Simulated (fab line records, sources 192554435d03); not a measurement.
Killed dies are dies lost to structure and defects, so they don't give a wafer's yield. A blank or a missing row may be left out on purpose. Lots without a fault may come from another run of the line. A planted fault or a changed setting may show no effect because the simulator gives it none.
fab line records | flow n5_finfet
record lots=11 wafers=33 last_day=18
route steps=1938 shown BEOL_M9@1457 BEOL_M10@1485 PASSIVATION@1936
lots that met no fault: from a run of the same line without faults
start_h: hours from the record's first day to the start of the lot's first wafer shown | wait_h: hours since the lot's step before | " the same as in the row above | L1.1+2: a row that stands for several wafers | - no value, or no start given | * or withheld: withheld | < > ~ a bound
route shown NAME@n: a module of which the file shows steps, and the number in the route of the first | usual: mean/standard deviation of fault-free wafers | same: alike in all rows | chamber/n: place in a boat | sites: the reading at each site | _std_site: their standard deviation | _edge_site: outer sites' mean less inner sites' | radius_mm: how far each site lies from the wafer's centre | mask NAME#n: copy n | behind: the tool/chamber that last shaped the wafer | hold: why the lot was held/for how many hours/how that ended | device: the transistor (n, p or np) that didn't switch | end of line: the same wafers' tests at the end of the route | a step without rows: its recipe alone | killed: dies lost to structure and defects at the first sort, not the wafer's yield | map: a wafer's dies, x killed, . not, _ none there
set.NAME: the setting as run; set.NAME@STEP: as run at that earlier step | model.NAME: the simulator's own value behind a step, which no gauge read
steps of the route over a sample of lots; a table a step, a row a wafer
services: from which hour (start_h, from the record's first day; less than 0 if before it) a tool's chamber was out of use, for how many hours, and why
## steps
# step N5_BEOL_M9_PRE_CLEAN_45
# recipe gas=H2/He time_s=30 temp_c=250
# usual heater_power_w=336/36 susceptor_temp_C=250.00/0.19
# columns lot.wafer tool chamber start_h wait_h heater_power_w susceptor_temp_C
L221.2 pvd_sputter-02 - 211.15 0.0 335 250.52
L221.3 " - " " 358 250.31
L221.6 " - " " 336 249.86
L222.1 pvd_sputter-03 - 212.07 0.0 269 249.94
L222.2 " - " " 386 250.16
L222.3 " - " " 304 249.79
L224.2 pvd_sputter-03 - 215.23 0.0 303 249.97
L224.3 " - " " 271 250.04
L224.4 " - " " 396 249.83
L223.1 pvd_sputter-01 - 215.50 0.0 318 250.22
L223.3 " - " " 334 249.74
L223.4 " - " " 279 249.95
L225.1 pvd_sputter-02 - 225.13 0.0 348 249.95
L225.2 " - " " 326 250.11
L225.5 " - " " 344 249.59
L228.2 pvd_sputter-02 - 235.35 0.0 341 249.99
L228.3 " - " " 333 250.18
L228.6 " - " " 341 249.89
L229.3 pvd_sputter-03 - 243.43 0.0 272 250.43
L229.4 " - " " 368 249.89
L229.5 " - " " 363 250.25
L240.2 pvd_sputter-03 - 317.65 0.0 365 250.29
L240.3 " - " " 306 249.80
L240.4 " - " " 400 249.69
L241.1 pvd_sputter-02 - 331.61 0.0 349 249.77
L241.4 " - " " 364 250.00
L241.5 " - " " 340 249.57
L244.1 pvd_sputter-02 - 360.78 0.0 373 250.11
L244.3 " - " " 338 250.12
L244.5 " - " " 335 249.67
L243.1 pvd_sputter-03 - 363.32 0.0 270 250.06
L243.5 " - " " 268 250.24
L243.6 " - " " 307 249.99
# step N5_BEOL_M9_THK_MEAS_53
# recipe thk_meas_gauge=xrf reads=Cu_of_BEOL_M9_ECD_50
# usual M9_THK=137.3/2.6
# columns lot.wafer tool chamber start_h wait_h M9_THK[nm]
L221.2 film_metro-02 - 213.52 - 139.9
L221.3 " - " " 135.5
L221.6 " - " " 136.6
L222.1 film_metro-01 - 213.95 - 137.3
L222.2 " - " " 134.4
L222.3 " - " " 135.4
L224.2 film_metro-02 - 217.09 - 136.6
L224.3 " - " " 131.4
L224.4 " - " " 137.1
L223.1 film_metro-01 - 217.37 - 138.1
L223.3 " - " " 137.0
L223.4 " - " " 140.1
L225.1 film_metro-01 - 226.63 - 138.3
L225.2 " - " " 137.8
L225.5 " - " " 137.1
L228.2 film_metro-01 - 238.65 - 137.9
L228.3 " - " " 140.9
L228.6 " - " " 140.0
L229.3 film_metro-02 - 244.87 - 139.4
L229.4 " - " " 137.6
L229.5 " - " " 136.4
L240.2 film_metro-02 - 319.28 - 140.1
L240.3 " - " " 135.4
L240.4 " - " " 138.6
L241.1 film_metro-02 - 333.47 - 138.5
L241.4 " - " " 140.4
L241.5 " - " " 137.8
L244.1 film_metro-01 - 363.02 - 135.6
L244.3 " - " " 135.4
L244.5 " - " " 137.5
L243.1 film_metro-01 - 364.72 - 138.4
L243.5 " - " " 139.0
L243.6 " - " " 137.5
# step N5_BEOL_M9_PRE_CLEAN_55
# recipe gas=NH3 time_s=15 temp_c=withheld rf_power_w=300
# columns lot.wafer tool chamber start_h wait_h
L221.2+3+6 pecvd-02 0,1,1 213.56 0.0
L222.1+2+3 pecvd-03 1,2,0 213.99 0.0
L224.2+3+4 pecvd-02 2,0,1 217.12 0.0
L223.1+3+4 pecvd-03 0,2,0 217.41 0.0
L225.1+2+5 pecvd-03 1,0,1 226.67 0.0
L228.2+3+6 pecvd-03 0,1,0 238.69 0.0
L229.3+4+5 pecvd-03 1,1,2 244.91 0.0
L240.2+3+4 pecvd-01 2,0,0 319.31 0.0
L241.1+4+5 pecvd-02 0,0,1 333.50 0.0
L244.1+3+5 pecvd-01 0,2,1 363.05 0.0
L243.1+5+6 pecvd-02 2,0,1 364.75 0.0
# step N5_BEOL_M9_RS_MEAS_57
# recipe thk_meas_gauge=four-point-probe reads=Cu_of_BEOL_M9_ECD_50+Co_of_BEOL_M9_CVD_78+TaN_of_BEOL_M9_ALD_74
# usual M9_RS=0.152/0.0032
# columns lot.wafer tool chamber start_h wait_h M9_RS[ohm/sq]
L221.2 film_metro-02 - 213.65 0.1 0.149
L221.3 " - " " 0.154
L221.6 " - " " 0.152
L222.1 film_metro-01 - 214.08 0.1 0.153
L222.2 " - " " 0.156
L222.3 " - " " 0.154
L224.2 film_metro-02 - 217.22 0.1 0.152
L224.3 " - " " 0.159
L224.4 " - " " 0.151
L223.1 film_metro-01 - 217.51 0.1 0.151
L223.3 " - " " 0.153
L223.4 " - " " 0.150
L225.1 film_metro-01 - 226.77 0.1 0.152
L225.2 " - " " 0.153
L225.5 " - " " 0.153
L228.2 film_metro-01 - 238.79 0.1 0.152
L228.3 " - " " 0.147
L228.6 " - " " 0.149
L229.3 film_metro-02 - 245.01 0.1 0.149
L229.4 " - " " 0.151
L229.5 " - " " 0.153
L240.2 film_metro-01 - 319.41 0.1 0.150
L240.3 " - " " 0.155
L240.4 " - " " 0.151
L241.1 film_metro-01 - 333.60 0.1 0.152
L241.4 " - " " 0.150
L241.5 " - " " 0.153
L244.1 film_metro-02 - 363.15 0.1 0.152
L244.3 " - " " 0.153
L244.5 " - " " 0.151
L243.1 film_metro-02 - 364.85 0.1 0.150
L243.5 " - " " 0.149
L243.6 " - " " 0.151
# step N5_BEOL_M9_INSPECT_58
# recipe inspect_instrument=darkfield mode=post_dep
# usual raw_defect_count=73/23
# columns lot.wafer tool chamber start_h wait_h raw_defect_count
L221.2 defect_inspect-02 - 213.68 0.0 127
L221.3 " - " " 107
L221.6 " - " " 130
L222.1 defect_inspect-02 - 214.11 0.0 67
L222.2 " - " " 42
L222.3 " - " " 55
L224.2 defect_inspect-01 - 217.25 0.0 51
L224.3 " - " " 61
L224.4 " - " " 111
L223.1 defect_inspect-02 - 217.53 0.0 59
L223.3 " - " " 116
L223.4 " - " " 83
L225.1 defect_inspect-01 - 226.79 0.0 1132
L225.2 " - " " 1170
L225.5 " - " " 1091
L228.2 defect_inspect-01 - 238.82 0.0 1087
L228.3 " - " " 1130
L228.6 " - " " 1178
L229.3 defect_inspect-02 - 245.03 0.0 1158
L229.4 " - " " 1130
L229.5 " - " " 1101
L240.2 defect_inspect-01 - 319.44 0.0 59
L240.3 " - " " 91
L240.4 " - " " 56
L241.1 defect_inspect-01 - 333.63 0.0 59
L241.4 " - " " 73
L241.5 " - " " 75
L244.1 defect_inspect-02 - 363.18 0.0 81
L244.3 " - " " 54
L244.5 " - " " 99
L243.1 defect_inspect-01 - 364.88 0.0 73
L243.5 " - " " 82
L243.6 " - " " 74
# step N5_BEOL_M10_INSPECT_13
# recipe mode=adi inspect_instrument=brightfield
# usual raw_defect_count=393/89
# columns lot.wafer tool chamber start_h wait_h raw_defect_count
L221.2 defect_inspect-01 - 214.85 0.0 463
L221.3 " - " " 453
L221.6 " - " " 621
L222.1 defect_inspect-02 - 215.82 0.0 302
L222.2 " - " " 334
L222.3 " - " " 327
L224.2 defect_inspect-01 - 219.25 0.0 248
L224.3 " - " " 331
L224.4 " - " " 338
L223.1 defect_inspect-01 - 219.42 0.0 350
L223.3 " - " " 478
L223.4 " - " " 412
L225.1 defect_inspect-01 - 228.71 0.0 1413
L225.2 " - " " 1369
L225.5 " - " " 1441
L228.2 defect_inspect-01 - 243.52 0.0 1285
L228.3 " - " " 1377
L228.6 " - " " 1407
L229.3 defect_inspect-01 - 247.39 0.0 1465
L229.4 " - " " 1434
L229.5 " - " " 1575
L240.2 defect_inspect-02 - 321.95 0.0 258
L240.3 " - " " 432
L240.4 " - " " 399
L241.1 defect_inspect-02 - 335.46 0.0 337
L241.4 " - " " 348
L241.5 " - " " 350
L244.1 defect_inspect-02 - 364.39 0.0 541
L244.3 " - " " 402
L244.5 " - " " 432
L243.1 defect_inspect-01 - 367.31 0.0 354
L243.5 " - " " 373
L243.6 " - " " 341
# step N5_PASSIVATION_PROBE_49
# usual defect_limited_yield=91.4/1.5 killed_at_M0_to_M3=31/11 killed_at_M4_up=13/5.5 killed_at_contacts=13/6.3 killed_at_front_end=40/13 killed_at_other=3.3/2.6 killed_dies=101/18 killed_on_rim=13/4 killed_open=67/13 killed_short=33/7.9 sort_bin_5_function=5.1/1 sort_bin_6_memory=3.2/0.68 sort_n_pass=1079/18 sort_yield_pct=91.4/1.5
# same gross_dies=1180 killed_at_back_side=0 sort_bin_4_leakage[%]=0 sort_bin_8_speed[%]=0
# columns lot.wafer tool chamber start_h wait_h defect_limited_yield[%] killed_at_M0_to_M3 killed_at_M4_up killed_at_contacts killed_at_front_end killed_at_other killed_dies killed_on_rim killed_open killed_short sort_bin_5_function[%] sort_bin_6_memory[%] sort_n_pass sort_yield_pct[%]
L225.1 prober-02 - 281.71 0.0 87.7 31 66 11 34 3 145 26 49 36 7.1 3.1 1035 87.7
L225.2 prober-02 - 281.76 0.1 80.4 26 153 27 25 0 231 10 62 22 12.1 4.1 949 80.4
L225.5 prober-02 - 281.91 0.2 85.8 26 70 20 45 7 168 35 69 36 8.4 4.3 1012 85.8
L229.3 prober-02 - 297.86 0.1 87.5 18 76 9 43 1 147 24 59 25 7.5 3.1 1033 87.5
L229.4 prober-02 - 297.91 0.2 87.5 26 71 11 38 2 148 25 60 29 7.0 3.5 1032 87.5
L229.5 prober-02 - 297.96 0.2 81.4 35 134 9 40 2 220 27 60 40 11.0 4.6 960 81.4
L228.2 prober-01 - 298.47 0.1 79.3 34 163 20 25 2 244 18 61 34 12.2 3.7 936 79.3
L228.3 prober-01 - 298.52 0.1 87.4 34 76 17 17 5 149 33 56 27 6.4 3.8 1031 87.4
L228.6 prober-01 - 298.67 0.3 80.4 28 158 6 36 3 231 11 50 33 12.5 3.6 949 80.4
# killed by level:class
L225.1 BEOL_M9:unspecified=59 MOL_CONTACT_COAG:geometric_particle:open=10 GATE_CUT:geometric_particle:short=7 BEOL_M0_SAQP:geometric_particle:open=7 STARTING-WAFER:geometric_particle:short=6 FIN_SAQP:geometric_particle:short=5 FIN_SAQP:geometric_particle:open=5 STI_FIN_REVEAL:geometric_particle:open=5
L225.2 BEOL_M9:unspecified=147 MOL_CONTACT_COAG:geometric_particle:open=23 BEOL_M2:geometric_particle:open=7 BEOL_M3:geometric_particle:open=6 STI_FIN_REVEAL:geometric_particle:open=4 MOL_CONTACT_COAG:geometric_particle:short=4 BEOL_M1:geometric_particle:open=4 FIN_SAQP:geometric_particle:short=3
L225.5 BEOL_M9:unspecified=63 MOL_CONTACT_COAG:geometric_particle:open=16 STI_FIN_REVEAL:geometric_particle:open=13 FIN_SAQP:geometric_particle:open=8 FIN_SAQP:geometric_particle:short=6 GATE_CUT:geometric_particle:short=5 BEOL_M2:geometric_particle:open=5 BEOL_M4:geometric_particle:open=5
L229.3 BEOL_M9:unspecified=63 STI_FIN_REVEAL:geometric_particle:open=18 MOL_CONTACT_COAG:geometric_particle:open=6 BEOL_M1:geometric_particle:open=5 BEOL_M4:geometric_particle:open=5 STI_FIN_REVEAL:geometric_particle:short=4 GATE_CUT:geometric_particle:short=4 FIN_SAQP:geometric_particle:open=3
L229.4 BEOL_M9:unspecified=59 MOL_CONTACT_COAG:geometric_particle:open=8 FIN_SAQP:geometric_particle:open=8 BEOL_M3:geometric_particle:open=7 STI_FIN_REVEAL:geometric_particle:open=6 GATE_CUT:geometric_particle:short=5 BEOL_M2:geometric_particle:open=5 FIN_SAQP:geometric_particle:short=4
L229.5 BEOL_M9:unspecified=119 FIN_SAQP:geometric_particle:short=17 STI_FIN_REVEAL:geometric_particle:open=10 BEOL_M2:geometric_particle:open=8 BEOL_M3:geometric_particle:open=8 MOL_CONTACT_COAG:geometric_particle:open=7 BEOL_M1:geometric_particle:open=7 BEOL_M4:geometric_particle:open=4
L228.2 BEOL_M9:unspecified=149 MOL_CONTACT_COAG:geometric_particle:open=13 BEOL_M3:geometric_particle:open=12 BEOL_M0_SAQP:geometric_particle:short=10 FIN_SAQP:geometric_particle:open=7 MOL_CONTACT_COAG:geometric_particle:short=7 BEOL_M4:geometric_particle:open=7 BEOL_M0_SAQP:geometric_particle:open=5
L228.3 BEOL_M9:unspecified=66 MOL_CONTACT_COAG:geometric_particle:open=13 BEOL_M0_SAQP:geometric_particle:short=9 BEOL_M0_SAQP:geometric_particle:open=9 BEOL_M4:geometric_particle:open=7 FIN_SAQP:geometric_particle:short=6 BEOL_M2:geometric_particle:open=5 MOL_CONTACT_COAG:geometric_particle:short=4
L228.6 BEOL_M9:unspecified=147 STARTING-WAFER:geometric_particle:open=7 BEOL_M4:geometric_particle:open=7 BEOL_M2:geometric_particle:open=6 BEOL_M3:geometric_particle:open=6 FIN_SAQP:geometric_particle:short=5 BEOL_M0:geometric_particle:open=5 STI_FIN_REVEAL:geometric_particle:short=4
## services
# columns tool chamber start_h hours kind
pecvd-01 2 220.00 - clean
pecvd-01 0 249.50 5.5 scheduled_down
pecvd-03 - 254.41 2.8 pm
pecvd-02 2 286.00 2.1 scheduled_down
pecvd-01 - 296.54 5.5 pm
pecvd-03 1 304.93 5.0 scheduled_down
pecvd-01 1 337.81 2.1 scheduled_down
pecvd-01 0 346.79 4.9 repair
pvd_sputter-02 - 347.06 1.0 repair
## key
first_sign step=N5_BEOL_M9_INSPECT_58 reading=raw_defect_count direction=up sigmas=47 usual=73 struck=1131
effect step=N5_BEOL_M10_INSPECT_13 reading=raw_defect_count direction=up sigmas=12 usual=393 struck=1418
effect step=N5_PASSIVATION_PROBE_49 reading=killed_at_M4_up direction=up sigmas=17 usual=13 struck=107
more_kills_born_at N5_BEOL_M9_PRE_CLEAN_55@pecvd-03=872
met_at N5_BEOL_M9_PRE_CLEAN_55
struck_lots L225,L228,L229
not_acting_at N5_BEOL_M9_PRE_CLEAN_45,N5_BEOL_M9_THK_MEAS_53,N5_BEOL_M9_RS_MEAS_57
onset_between 217.41 226.67
fault kind=chamber_particle_source tool=pecvd-03 chamber=- onset_h=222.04 steps=N5_BEOL_M9_PRE_CLEAN_55 rate_per_visit_cm2=1.6324 end_h=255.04
